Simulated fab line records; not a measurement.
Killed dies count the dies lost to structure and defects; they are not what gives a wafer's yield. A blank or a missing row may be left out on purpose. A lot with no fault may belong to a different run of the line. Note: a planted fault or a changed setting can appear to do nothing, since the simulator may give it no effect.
fab line records / flow nandHarc
[record] lots = 6 wafers = 18 lastDay = 24
route steps=1159 shown A_CHANNEL_HOLE_D1@454 END@1159
lots untouched by any fault: they come from a run of this same line in which no faults occurred
startH: start of the lot's first displayed wafer, in hours after the record's first day / waitH: how many hours have passed since the lot's step before this one / " as in the row above / L1.1+2: several wafers, shown together as one row / - either no value or no given start / * or withheld: withheld / < > ~ a bound
route shown NAME@n: NAME is a module with steps in the file, n the number in the route of the first one / usual: average and standard deviation across the fault-free wafers / same: alike in all rows / chamber/n: place in a boat / sites: the reading at each site / _std_site: standard deviation of those values / _edge_site: the outer-site mean with the inner-site mean subtracted / radiusMm: for every site, how far away it sits from the centre of the wafer / mask NAME#n: copy n / behind: tool/chamber where the wafer was last shaped / hold: the reason the lot was held/the length of the hold in hours/how it ended / device: transistor that didn't switch, given as n, p or np / end of line: the same wafers' tests at the end of the route / a step without rows: its recipe alone / killed: dies that structure and defects cost at the first sort, which is not the same as the wafer's yield / map: the dies of a wafer, with x for killed, . for not killed, _ for no die there
set.NAME: the setting as run; set.NAME@STEP: as run at that earlier step / model.NAME: the simulator's own value behind a step, which no gauge read
lots at some steps of the route; a table a step, a row a wafer
services: from which hour (startH, from the record's first day; less than 0 if before it) a tool's chamber was out of use, for how many hours, and why
[[steps]]
[step NHARC_A_CHANNEL_HOLE_D1_COAT_36]
[recipe] tempC = 260 timeS = 75
[step NHARC_A_CHANNEL_HOLE_D1_COAT_37]
[recipe] tempC = 225 timeS = 65
[step NHARC_A_CHANNEL_HOLE_D1_COAT_04]
[recipe] spinRpm = 1500 resistThkNm = 90
[step NHARC_A_CHANNEL_HOLE_D1_SOFTBAKE_05]
[recipe] tempC = 105 timeS = 55
[step NHARC_A_CHANNEL_HOLE_D1_EBR_06]
[step NHARC_A_CHANNEL_HOLE_D1_EXPOSE_07]
[recipe] na = 1.35 targetCdNm = 100 sigmaOuter = 0.3 doseMj = 59.65 maskId = HOLE_D1
[step NHARC_A_CHANNEL_HOLE_D1_PEB_08]
[recipe] pebTempC = 100 pebTimeS = 65
[step NHARC_A_CHANNEL_HOLE_D1_DEVELOP_09]
[recipe] developTimeS = 35 devTempC = 23
[step NHARC_A_CHANNEL_HOLE_D1_CD_MEAS_10]
[recipe] targetCdNm = 100 landingEnergyEv = 500
[usual] cdNm = 100.1/0.52
lot.wafer=L162.1 tool=cdSem-01 chamber=0 startH=190.03 waitH=- cdNm=100.5
lot.wafer=L162.2 tool=cdSem-01 chamber=0 startH=190.03 waitH=- cdNm=100.5
lot.wafer=L162.4 tool=cdSem-01 chamber=0 startH=190.03 waitH=- cdNm=100.5
lot.wafer=L169.1 tool=cdSem-01 chamber=0 startH=220.73 waitH=- cdNm=101.0
lot.wafer=L169.2 tool=cdSem-01 chamber=0 startH=220.73 waitH=- cdNm=100.2
lot.wafer=L169.5 tool=cdSem-01 chamber=0 startH=220.73 waitH=- cdNm=100.6
lot.wafer=L172.1 tool=cdSem-01 chamber=0 startH=237.42 waitH=- cdNm=99.8
lot.wafer=L172.3 tool=cdSem-01 chamber=0 startH=237.42 waitH=- cdNm=99.5
lot.wafer=L172.5 tool=cdSem-01 chamber=0 startH=237.42 waitH=- cdNm=99.4
lot.wafer=L174.1 tool=cdSem-01 chamber=0 startH=246.90 waitH=- cdNm=100.6
lot.wafer=L174.2 tool=cdSem-01 chamber=0 startH=246.90 waitH=- cdNm=100.3
lot.wafer=L174.6 tool=cdSem-01 chamber=0 startH=246.90 waitH=- cdNm=100.7
lot.wafer=L178.1 tool=cdSem-03 chamber=0 startH=273.70 waitH=- cdNm=100.0
lot.wafer=L178.2 tool=cdSem-03 chamber=0 startH=273.70 waitH=- cdNm=100.6
lot.wafer=L178.6 tool=cdSem-03 chamber=0 startH=273.70 waitH=- cdNm=100.4
lot.wafer=L181.4 tool=cdSem-02 chamber=0 startH=287.91 waitH=- cdNm=101.6
lot.wafer=L181.5 tool=cdSem-02 chamber=0 startH=287.91 waitH=- cdNm=100.7
lot.wafer=L181.6 tool=cdSem-02 chamber=0 startH=287.91 waitH=- cdNm=100.3
[step NHARC_A_CHANNEL_HOLE_D1_OVL_MEAS_11]
[usual] overlayXNm = 0.1/1.1 overlayYNm = 0.0/0.78
lot.wafer=L162.1 tool=overlay-01 chamber=- startH=190.12 waitH=- overlayXNm=-0.9 overlayYNm=0.4
lot.wafer=L162.2 tool=overlay-01 chamber=- startH=190.12 waitH=- overlayXNm=-0.9 overlayYNm=0.5
lot.wafer=L162.4 tool=overlay-01 chamber=- startH=190.12 waitH=- overlayXNm=-0.5 overlayYNm=0.0
lot.wafer=L169.1 tool=overlay-01 chamber=- startH=220.81 waitH=- overlayXNm=-2.1 overlayYNm=0.2
lot.wafer=L169.2 tool=overlay-01 chamber=- startH=220.81 waitH=- overlayXNm=-1.9 overlayYNm=0.3
lot.wafer=L169.5 tool=overlay-01 chamber=- startH=220.81 waitH=- overlayXNm=-0.9 overlayYNm=1.1
lot.wafer=L172.1 tool=overlay-01 chamber=- startH=237.51 waitH=- overlayXNm=-2.2 overlayYNm=0.5
lot.wafer=L172.3 tool=overlay-01 chamber=- startH=237.51 waitH=- overlayXNm=-1.6 overlayYNm=0.3
lot.wafer=L172.5 tool=overlay-01 chamber=- startH=237.51 waitH=- overlayXNm=-2.2 overlayYNm=0.2
lot.wafer=L174.1 tool=overlay-01 chamber=- startH=246.99 waitH=- overlayXNm=0.0 overlayYNm=-1.5
lot.wafer=L174.2 tool=overlay-01 chamber=- startH=246.99 waitH=- overlayXNm=-0.3 overlayYNm=-1.2
lot.wafer=L174.6 tool=overlay-01 chamber=- startH=246.99 waitH=- overlayXNm=-0.3 overlayYNm=-0.9
lot.wafer=L178.1 tool=overlay-01 chamber=- startH=273.79 waitH=- overlayXNm=2.4 overlayYNm=-0.9
lot.wafer=L178.2 tool=overlay-01 chamber=- startH=273.79 waitH=- overlayXNm=2.6 overlayYNm=-0.8
lot.wafer=L178.6 tool=overlay-01 chamber=- startH=273.79 waitH=- overlayXNm=2.4 overlayYNm=-1.0
lot.wafer=L181.4 tool=overlay-01 chamber=- startH=287.99 waitH=- overlayXNm=0.7 overlayYNm=-1.2
lot.wafer=L181.5 tool=overlay-01 chamber=- startH=287.99 waitH=- overlayXNm=1.1 overlayYNm=-1.4
lot.wafer=L181.6 tool=overlay-01 chamber=- startH=287.99 waitH=- overlayXNm=1.1 overlayYNm=-0.8
[step NHARC_A_CHANNEL_HOLE_D1_INSPECT_12]
[usual] rawDefectCount = 5.5/2.8
lot.wafer=L162.1 tool=defectInspect-01 chamber=- startH=190.16 waitH=0.0 rawDefectCount=2
lot.wafer=L162.2 tool=defectInspect-01 chamber=- startH=190.16 waitH=0.0 rawDefectCount=5
lot.wafer=L162.4 tool=defectInspect-01 chamber=- startH=190.16 waitH=0.0 rawDefectCount=2
lot.wafer=L169.1 tool=defectInspect-02 chamber=- startH=220.87 waitH=0.1 rawDefectCount=7
lot.wafer=L169.2 tool=defectInspect-02 chamber=- startH=220.87 waitH=0.1 rawDefectCount=8
lot.wafer=L169.5 tool=defectInspect-02 chamber=- startH=220.87 waitH=0.1 rawDefectCount=5
lot.wafer=L172.1 tool=defectInspect-02 chamber=- startH=237.57 waitH=0.1 rawDefectCount=6
lot.wafer=L172.3 tool=defectInspect-02 chamber=- startH=237.57 waitH=0.1 rawDefectCount=2
lot.wafer=L172.5 tool=defectInspect-02 chamber=- startH=237.57 waitH=0.1 rawDefectCount=7
lot.wafer=L174.1 tool=defectInspect-02 chamber=- startH=247.02 waitH=0.0 rawDefectCount=3
lot.wafer=L174.2 tool=defectInspect-02 chamber=- startH=247.02 waitH=0.0 rawDefectCount=7
lot.wafer=L174.6 tool=defectInspect-02 chamber=- startH=247.02 waitH=0.0 rawDefectCount=3
lot.wafer=L178.1 tool=defectInspect-02 chamber=- startH=273.83 waitH=0.0 rawDefectCount=3
lot.wafer=L178.2 tool=defectInspect-02 chamber=- startH=273.83 waitH=0.0 rawDefectCount=6
lot.wafer=L178.6 tool=defectInspect-02 chamber=- startH=273.83 waitH=0.0 rawDefectCount=11
lot.wafer=L181.4 tool=defectInspect-02 chamber=- startH=288.03 waitH=0.0 rawDefectCount=4
lot.wafer=L181.5 tool=defectInspect-02 chamber=- startH=288.03 waitH=0.0 rawDefectCount=9
lot.wafer=L181.6 tool=defectInspect-02 chamber=- startH=288.03 waitH=0.0 rawDefectCount=6
[step NHARC_A_CHANNEL_HOLE_D1_DESCUM_15]
[recipe] timeS = 3 o2FlowSccm = 200 arFlowSccm = 0 biasPowerW = 0 chemistry = O2
[usual] drypumpMotorCurrentA = 5.8/0.48 oesProductAu = 0.998/0.0093 rfVppV = 58.0/0.94 showerheadPlenumPTorr = 1.94/0.08 throttleValvePct = 11.310/0.0086
lot.wafer=L162.1 tool=rieDiel-13 chamber=1 startH=190.22 waitH=0.1 drypumpMotorCurrentA=5.9 oesProductAu=0.996 rfHoursCounterH=8 rfVppV=57.2 showerheadPlenumPTorr=1.91 throttleValvePct=11.316
lot.wafer=L162.4 tool=rieDiel-13 chamber=2 startH=190.22 waitH=0.1 drypumpMotorCurrentA=6.3 oesProductAu=1.007 rfHoursCounterH=7 rfVppV=58.6 showerheadPlenumPTorr=2.06 throttleValvePct=11.322
lot.wafer=L162.2 tool=rieDiel-13 chamber=3 startH=190.22 waitH=0.1 drypumpMotorCurrentA=5.8 oesProductAu=0.989 rfHoursCounterH=8 rfVppV=58.1 showerheadPlenumPTorr=1.96 throttleValvePct=11.308
lot.wafer=L169.1 tool=rieDiel-12 chamber=3 startH=220.93 waitH=0.1 drypumpMotorCurrentA=5.5 oesProductAu=0.999 rfHoursCounterH=0 rfVppV=57.9 showerheadPlenumPTorr=1.92 throttleValvePct=11.301
lot.wafer=L169.2 tool=rieDiel-12 chamber=0 startH=220.93 waitH=0.1 drypumpMotorCurrentA=4.9 oesProductAu=0.993 rfHoursCounterH=0 rfVppV=59.2 showerheadPlenumPTorr=2.00 throttleValvePct=11.324
lot.wafer=L169.5 tool=rieDiel-12 chamber=3 startH=220.93 waitH=0.1 drypumpMotorCurrentA=5.5 oesProductAu=0.990 rfHoursCounterH=- rfVppV=56.9 showerheadPlenumPTorr=1.92 throttleValvePct=11.307
lot.wafer=L172.3 tool=rieDiel-12 chamber=1 startH=237.63 waitH=0.1 drypumpMotorCurrentA=6.0 oesProductAu=1.000 rfHoursCounterH=1 rfVppV=58.6 showerheadPlenumPTorr=1.88 throttleValvePct=11.309
lot.wafer=L172.1 tool=rieDiel-12 chamber=0 startH=237.63 waitH=0.1 drypumpMotorCurrentA=4.9 oesProductAu=0.997 rfHoursCounterH=1 rfVppV=58.2 showerheadPlenumPTorr=2.00 throttleValvePct=11.320
lot.wafer=L172.5 tool=rieDiel-12 chamber=1 startH=237.63 waitH=0.1 drypumpMotorCurrentA=6.0 oesProductAu=1.002 rfHoursCounterH=- rfVppV=58.2 showerheadPlenumPTorr=1.88 throttleValvePct=11.318
lot.wafer=L174.1 tool=rieDiel-12 chamber=1 startH=247.08 waitH=0.1 drypumpMotorCurrentA=6.0 oesProductAu=0.993 rfHoursCounterH=2 rfVppV=57.6 showerheadPlenumPTorr=1.88 throttleValvePct=11.323
lot.wafer=L174.2 tool=rieDiel-12 chamber=0 startH=247.08 waitH=0.1 drypumpMotorCurrentA=4.9 oesProductAu=0.988 rfHoursCounterH=2 rfVppV=58.8 showerheadPlenumPTorr=2.00 throttleValvePct=11.302
lot.wafer=L174.6 tool=rieDiel-12 chamber=3 startH=247.08 waitH=0.1 drypumpMotorCurrentA=5.5 oesProductAu=0.995 rfHoursCounterH=- rfVppV=57.8 showerheadPlenumPTorr=1.92 throttleValvePct=11.324
lot.wafer=L178.1 tool=rieDiel-13 chamber=1 startH=273.90 waitH=0.1 drypumpMotorCurrentA=5.9 oesProductAu=1.000 rfHoursCounterH=14 rfVppV=57.2 showerheadPlenumPTorr=1.91 throttleValvePct=11.310
lot.wafer=L178.2 tool=rieDiel-13 chamber=3 startH=273.90 waitH=0.1 drypumpMotorCurrentA=5.8 oesProductAu=0.989 rfHoursCounterH=14 rfVppV=57.8 showerheadPlenumPTorr=1.95 throttleValvePct=11.315
lot.wafer=L178.6 tool=rieDiel-13 chamber=1 startH=273.90 waitH=0.1 drypumpMotorCurrentA=5.9 oesProductAu=1.002 rfHoursCounterH=- rfVppV=59.1 showerheadPlenumPTorr=1.91 throttleValvePct=11.307
lot.wafer=L181.4 tool=rieDiel-01 chamber=2 startH=288.10 waitH=0.1 drypumpMotorCurrentA=6.0 oesProductAu=1.005 rfHoursCounterH=10 rfVppV=56.1 showerheadPlenumPTorr=2.03 throttleValvePct=11.307
lot.wafer=L181.6 tool=rieDiel-01 chamber=0 startH=288.10 waitH=0.1 drypumpMotorCurrentA=6.0 oesProductAu=1.010 rfHoursCounterH=- rfVppV=57.9 showerheadPlenumPTorr=2.05 throttleValvePct=11.316
lot.wafer=L181.5 tool=rieDiel-01 chamber=1 startH=288.10 waitH=0.1 drypumpMotorCurrentA=6.0 oesProductAu=0.992 rfHoursCounterH=- rfVppV=59.1 showerheadPlenumPTorr=1.95 throttleValvePct=11.310
[step NHARC_A_CHANNEL_HOLE_D1_ETCH_38]
[recipe] targetDepthA = 390 overEtchFrac = 0.3 timeS = 65 ionEnergyEv = 80 cf4FlowSccm = 150 arFlowSccm = 0 rfW = 300 biasW = 100 chemistry = CF4
[usual] drypumpMotorCurrentA = 5.8/0.45 oesProductAu = 0.999/0.0084 rfVppV = 151.7/1.2 runLengthS = 86.2/0.49 showerheadPlenumPTorr = 1.79/0.07 throttleValvePct = 13.283/0.0098
lot.wafer=L162.4 tool=rieDiel-13 chamber=2 startH=190.31 waitH=0.1 drypumpMotorCurrentA=6.2 oesProductAu=0.996 rfHoursCounterH=7 rfVppV=153.0 runLengthS=85.7 showerheadPlenumPTorr=1.89 throttleValvePct=13.295
lot.wafer=L162.1 tool=rieDiel-13 chamber=3 startH=190.31 waitH=0.1 drypumpMotorCurrentA=5.8 oesProductAu=0.996 rfHoursCounterH=8 rfVppV=150.8 runLengthS=86.4 showerheadPlenumPTorr=1.81 throttleValvePct=13.265
lot.wafer=L162.2 tool=rieDiel-13 chamber=0 startH=190.31 waitH=0.1 drypumpMotorCurrentA=4.7 oesProductAu=1.005 rfHoursCounterH=8 rfVppV=152.5 runLengthS=85.9 showerheadPlenumPTorr=1.75 throttleValvePct=13.263
lot.wafer=L169.1 tool=rieDiel-12 chamber=2 startH=221.03 waitH=0.1 drypumpMotorCurrentA=6.2 oesProductAu=0.997 rfHoursCounterH=0 rfVppV=151.0 runLengthS=86.6 showerheadPlenumPTorr=1.75 throttleValvePct=13.280
lot.wafer=L169.2 tool=rieDiel-12 chamber=3 startH=221.03 waitH=0.1 drypumpMotorCurrentA=5.5 oesProductAu=1.000 rfHoursCounterH=0 rfVppV=151.7 runLengthS=86.5 showerheadPlenumPTorr=1.77 throttleValvePct=13.282
lot.wafer=L169.5 tool=rieDiel-12 chamber=1 startH=221.03 waitH=0.1 drypumpMotorCurrentA=6.0 oesProductAu=0.999 rfHoursCounterH=- rfVppV=151.1 runLengthS=86.9 showerheadPlenumPTorr=1.74 throttleValvePct=13.285
lot.wafer=L172.1 tool=rieDiel-12 chamber=3 startH=237.71 waitH=0.1 drypumpMotorCurrentA=5.5 oesProductAu=0.998 rfHoursCounterH=2 rfVppV=151.9 runLengthS=70.4 showerheadPlenumPTorr=1.77 throttleValvePct=13.284
lot.wafer=L172.3 tool=rieDiel-12 chamber=1 startH=237.71 waitH=0.1 drypumpMotorCurrentA=6.0 oesProductAu=0.996 rfHoursCounterH=1 rfVppV=151.7 runLengthS=86.9 showerheadPlenumPTorr=1.74 throttleValvePct=13.309
lot.wafer=L172.5 tool=rieDiel-12 chamber=0 startH=237.71 waitH=0.1 drypumpMotorCurrentA=4.9 oesProductAu=0.996 rfHoursCounterH=- rfVppV=152.7 runLengthS=69.6 showerheadPlenumPTorr=1.85 throttleValvePct=13.279
lot.wafer=L174.2 tool=rieDiel-12 chamber=1 startH=247.20 waitH=0.1 drypumpMotorCurrentA=6.0 oesProductAu=0.997 rfHoursCounterH=2 rfVppV=151.8 runLengthS=86.8 showerheadPlenumPTorr=1.74 throttleValvePct=13.268
lot.wafer=L174.1 tool=rieDiel-12 chamber=3 startH=247.20 waitH=0.1 drypumpMotorCurrentA=5.5 oesProductAu=1.005 rfHoursCounterH=2 rfVppV=151.0 runLengthS=70.0 showerheadPlenumPTorr=1.77 throttleValvePct=13.282
lot.wafer=L174.6 tool=rieDiel-12 chamber=0 startH=247.20 waitH=0.1 drypumpMotorCurrentA=4.9 oesProductAu=1.009 rfHoursCounterH=- rfVppV=151.2 runLengthS=85.9 showerheadPlenumPTorr=1.85 throttleValvePct=13.277
lot.wafer=L178.2 tool=rieDiel-13 chamber=3 startH=273.98 waitH=0.1 drypumpMotorCurrentA=5.8 oesProductAu=0.992 rfHoursCounterH=14 rfVppV=151.8 runLengthS=86.6 showerheadPlenumPTorr=1.80 throttleValvePct=13.292
lot.wafer=L178.1 tool=rieDiel-13 chamber=0 startH=273.98 waitH=0.1 drypumpMotorCurrentA=4.7 oesProductAu=1.004 rfHoursCounterH=13 rfVppV=151.3 runLengthS=85.7 showerheadPlenumPTorr=1.75 throttleValvePct=13.282
lot.wafer=L178.6 tool=rieDiel-13 chamber=2 startH=273.98 waitH=0.1 drypumpMotorCurrentA=6.3 oesProductAu=1.000 rfHoursCounterH=- rfVppV=153.3 runLengthS=86.1 showerheadPlenumPTorr=1.89 throttleValvePct=13.294
lot.wafer=L181.4 tool=rieDiel-01 chamber=0 startH=288.17 waitH=0.1 drypumpMotorCurrentA=6.1 oesProductAu=0.999 rfHoursCounterH=11 rfVppV=152.8 runLengthS=85.4 showerheadPlenumPTorr=1.89 throttleValvePct=13.272
lot.wafer=L181.5 tool=rieDiel-01 chamber=0 startH=288.17 waitH=0.1 drypumpMotorCurrentA=6.1 oesProductAu=1.010 rfHoursCounterH=- rfVppV=153.4 runLengthS=85.8 showerheadPlenumPTorr=1.89 throttleValvePct=13.288
lot.wafer=L181.6 tool=rieDiel-01 chamber=1 startH=288.17 waitH=0.1 drypumpMotorCurrentA=6.0 oesProductAu=1.002 rfHoursCounterH=- rfVppV=152.9 runLengthS=86.2 showerheadPlenumPTorr=1.80 throttleValvePct=13.296
[step NHARC_A_CHANNEL_HOLE_D1_ETCH_39]
[recipe] targetDepthA = 2600 overEtchFrac = 0.3 timeS = 325 ionEnergyEv = 200 n2FlowSccm = 150 h2FlowSccm = 150 arFlowSccm = 0 rfW = 400 biasW = 150 chemistry = N2/H2
[usual] drypumpMotorCurrentA = 5.8/0.45 oesProductAu = 1.000/0.009 rfVppV = 431.4/2.6 runLengthS = 346.2/0.49 showerheadPlenumPTorr = 2.07/0.09 throttleValvePct = 14.171/0.0092
lot.wafer=L162.2 tool=rieDiel-13 chamber=2 startH=- waitH=- drypumpMotorCurrentA=6.3 oesProductAu=0.997 rfHoursCounterH=7 rfVppV=435.9 runLengthS=345.5 showerheadPlenumPTorr=2.20 throttleValvePct=14.166
lot.wafer=L162.1 tool=rieDiel-13 chamber=3 startH=- waitH=- drypumpMotorCurrentA=5.8 oesProductAu=0.990 rfHoursCounterH=8 rfVppV=432.7 runLengthS=346.6 showerheadPlenumPTorr=2.09 throttleValvePct=14.159
lot.wafer=L162.4 tool=rieDiel-13 chamber=1 startH=- waitH=- drypumpMotorCurrentA=5.9 oesProductAu=0.993 rfHoursCounterH=8 rfVppV=429.8 runLengthS=346.1 showerheadPlenumPTorr=2.04 throttleValvePct=14.172
lot.wafer=L169.1 tool=rieDiel-12 chamber=3 startH=- waitH=- drypumpMotorCurrentA=5.5 oesProductAu=1.003 rfHoursCounterH=0 rfVppV=430.9 runLengthS=346.5 showerheadPlenumPTorr=2.05 throttleValvePct=14.160
lot.wafer=L169.2 tool=rieDiel-12 chamber=1 startH=- waitH=- drypumpMotorCurrentA=6.0 oesProductAu=0.995 rfHoursCounterH=0 rfVppV=428.6 runLengthS=347.3 showerheadPlenumPTorr=2.01 throttleValvePct=14.175
lot.wafer=L169.5 tool=rieDiel-12 chamber=3 startH=- waitH=- drypumpMotorCurrentA=5.5 oesProductAu=1.009 rfHoursCounterH=- rfVppV=430.7 runLengthS=346.8 showerheadPlenumPTorr=2.05 throttleValvePct=14.161
lot.wafer=L172.3 tool=rieDiel-12 chamber=0 startH=- waitH=- drypumpMotorCurrentA=4.9 oesProductAu=0.995 rfHoursCounterH=1 rfVppV=432.7 runLengthS=345.8 showerheadPlenumPTorr=2.14 throttleValvePct=14.173
lot.wafer=L172.1 tool=rieDiel-12 chamber=3 startH=- waitH=- drypumpMotorCurrentA=5.6 oesProductAu=1.000 rfHoursCounterH=2 rfVppV=429.9 runLengthS=346.1 showerheadPlenumPTorr=2.05 throttleValvePct=14.200
lot.wafer=L172.5 tool=rieDiel-12 chamber=0 startH=- waitH=- drypumpMotorCurrentA=4.9 oesProductAu=0.992 rfHoursCounterH=- rfVppV=432.6 runLengthS=345.5 showerheadPlenumPTorr=2.14 throttleValvePct=14.172
lot.wafer=L174.1 tool=rieDiel-12 chamber=0 startH=- waitH=- drypumpMotorCurrentA=4.9 oesProductAu=0.994 rfHoursCounterH=2 rfVppV=433.5 runLengthS=345.6 showerheadPlenumPTorr=2.14 throttleValvePct=14.163
lot.wafer=L174.2 tool=rieDiel-12 chamber=1 startH=- waitH=- drypumpMotorCurrentA=6.0 oesProductAu=1.004 rfHoursCounterH=2 rfVppV=429.4 runLengthS=346.9 showerheadPlenumPTorr=2.01 throttleValvePct=14.160
lot.wafer=L174.6 tool=rieDiel-12 chamber=1 startH=- waitH=- drypumpMotorCurrentA=6.0 oesProductAu=0.998 rfHoursCounterH=- rfVppV=431.0 runLengthS=346.8 showerheadPlenumPTorr=2.01 throttleValvePct=14.168
lot.wafer=L178.2 tool=rieDiel-13 chamber=2 startH=- waitH=- drypumpMotorCurrentA=6.3 oesProductAu=1.000 rfHoursCounterH=14 rfVppV=434.3 runLengthS=345.7 showerheadPlenumPTorr=2.19 throttleValvePct=14.182
lot.wafer=L178.1 tool=rieDiel-13 chamber=1 startH=- waitH=- drypumpMotorCurrentA=5.9 oesProductAu=0.992 rfHoursCounterH=14 rfVppV=431.3 runLengthS=345.8 showerheadPlenumPTorr=2.03 throttleValvePct=14.166
lot.wafer=L178.6 tool=rieDiel-13 chamber=3 startH=- waitH=- drypumpMotorCurrentA=5.8 oesProductAu=0.992 rfHoursCounterH=- rfVppV=431.5 runLengthS=346.5 showerheadPlenumPTorr=2.08 throttleValvePct=14.169
lot.wafer=L181.4 tool=rieDiel-01 chamber=0 startH=- waitH=- drypumpMotorCurrentA=6.0 oesProductAu=1.004 rfHoursCounterH=11 rfVppV=433.5 runLengthS=345.6 showerheadPlenumPTorr=2.19 throttleValvePct=14.175
lot.wafer=L181.5 tool=rieDiel-01 chamber=2 startH=- waitH=- drypumpMotorCurrentA=6.0 oesProductAu=0.996 rfHoursCounterH=- rfVppV=434.6 runLengthS=345.6 showerheadPlenumPTorr=2.16 throttleValvePct=14.169
lot.wafer=L181.6 tool=rieDiel-01 chamber=3 startH=- waitH=- drypumpMotorCurrentA=5.8 oesProductAu=0.993 rfHoursCounterH=- rfVppV=427.2 runLengthS=347.3 showerheadPlenumPTorr=1.89 throttleValvePct=14.169
[step NHARC_END_SORT_01]
[recipe] tempC = 25
[usual] killedAtArray = 29/11 killedAtOther = 0.7/1.1 killedAtPeriphery = 3.1/2 killedDies = 33/11 killedOpen = 3.5/1.8 killedShort = 2.0/1.4
[same] grossDies = 677
lot.wafer=L172.1 tool=prober-02 chamber=0 startH=507.51 waitH=2.5 killedAtArray=39 killedAtOther=0 killedAtPeriphery=6 killedDies=45 killedOpen=5 killedShort=1
lot.wafer=L172.5 tool=prober-02 chamber=0 startH=510.74 waitH=3.7 killedAtArray=36 killedAtOther=0 killedAtPeriphery=3 killedDies=39 killedOpen=5 killedShort=2
lot.wafer=L174.1 tool=prober-02 chamber=0 startH=518.19 waitH=2.5 killedAtArray=41 killedAtOther=0 killedAtPeriphery=1 killedDies=42 killedOpen=4 killedShort=3
// killed by level:class
L172.1 A_CHANNEL_HOLE_D1:chamberFilmFlake=16 A_CHANNEL_HOLE_D1:areaEtch=10 P_GATE:chamberFilmFlake=3 A_BONDPAD:chamberFilmFlake=3 A_CONTACT:chamberFilmFlake=2 P_CONTACT:geometricParticle:open=1 P_M1:geometricParticle:open=1 A_SOURCE_PLATE:geometricParticle:open=1
L172.5 A_CHANNEL_HOLE_D1:areaEtch=11 A_CHANNEL_HOLE_D1:chamberFilmFlake=9 P_GATE:chamberFilmFlake=3 A_CONTACT:chamberFilmFlake=3 A_CHANNEL_FILL_D1:geometricParticle:open=2 A_CONTACT:geometricParticle:open=2 A_STAIRCASE:chamberFilmFlake=2 A_M0:chamberFilmFlake=2
L174.1 A_SLIT:chamberFilmFlake=12 A_CHANNEL_HOLE_D1:areaEtch=10 A_CHANNEL_HOLE_D1:chamberFilmFlake=5 A_STAIRCASE:chamberFilmFlake=5 A_WL_FILL:geometricParticle:short=2 A_WL_FILL:chamberFilmFlake=2 A_ONON_D1:geometricParticle:short=1 A_CHANNEL_FILL_D1:geometricParticle:open=1
[[services]]
tool=rieDiel-12 chamber=0 startH=181.40 hours=- kind=clean
tool=rieDiel-12 chamber=1 startH=181.40 hours=- kind=clean
tool=rieDiel-12 chamber=2 startH=181.40 hours=- kind=clean
tool=rieDiel-12 chamber=3 startH=181.40 hours=- kind=clean
tool=rieDiel-12 chamber=- startH=202.40 hours=9.0 kind=pm
tool=rieDiel-12 chamber=0 startH=202.40 hours=9.0 kind=ventCycle
tool=rieDiel-12 chamber=1 startH=202.40 hours=9.0 kind=ventCycle
tool=rieDiel-12 chamber=2 startH=202.40 hours=9.0 kind=ventCycle
tool=rieDiel-12 chamber=3 startH=202.40 hours=9.0 kind=ventCycle
tool=rieDiel-12 chamber=0 startH=211.40 hours=- kind=clean
tool=rieDiel-12 chamber=1 startH=211.40 hours=- kind=clean
tool=rieDiel-12 chamber=2 startH=211.40 hours=- kind=clean
tool=rieDiel-12 chamber=3 startH=211.40 hours=- kind=clean
tool=rieDiel-01 chamber=2 startH=217.22 hours=9.7 kind=repair
tool=rieDiel-12 chamber=0 startH=235.90 hours=- kind=clean
tool=rieDiel-12 chamber=1 startH=235.90 hours=- kind=clean
tool=rieDiel-12 chamber=2 startH=235.90 hours=- kind=clean
tool=rieDiel-12 chamber=3 startH=235.90 hours=- kind=clean
tool=rieDiel-12 chamber=2 startH=245.34 hours=5.4 kind=repair
tool=rieDiel-12 chamber=0 startH=260.40 hours=- kind=clean
tool=rieDiel-12 chamber=1 startH=260.40 hours=- kind=clean
tool=rieDiel-01 chamber=0 startH=263.99 hours=8.1 kind=repair
tool=rieDiel-13 chamber=- startH=276.00 hours=9.0 kind=pm
tool=rieDiel-01 chamber=1 startH=278.15 hours=5.3 kind=repair
[[key]]
[firstSign] step = NHARC_A_CHANNEL_HOLE_D1_ETCH_38 reading = runLengthS direction = down sigmas = 33 usual = * struck = *
effect none on later readings
metAt NHARC_A_CHANNEL_HOLE_D1_ETCH_38
struckWafers L172.1,L172.5,L174.1
testerLeftOut L172,L174
onsetBetween 221.03 237.71
[fault] kind = processParameterDrift tool = rieDiel-12 chamber = - onsetH = 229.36 steps = NHARC_A_CHANNEL_HOLE_D1_ETCH_38 channel = timeS offset = * shape = step endH = 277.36 scope = struckWafersOnly actsIn = * stated = *
// testerLeftOut: of these lots the tester's yield and bins aren't shown, on N5 and GAA mostly nor the transistor test; their killed dies are dies lost to structure and defects alone, not to doping, threshold or leakage, so they don't give the yield
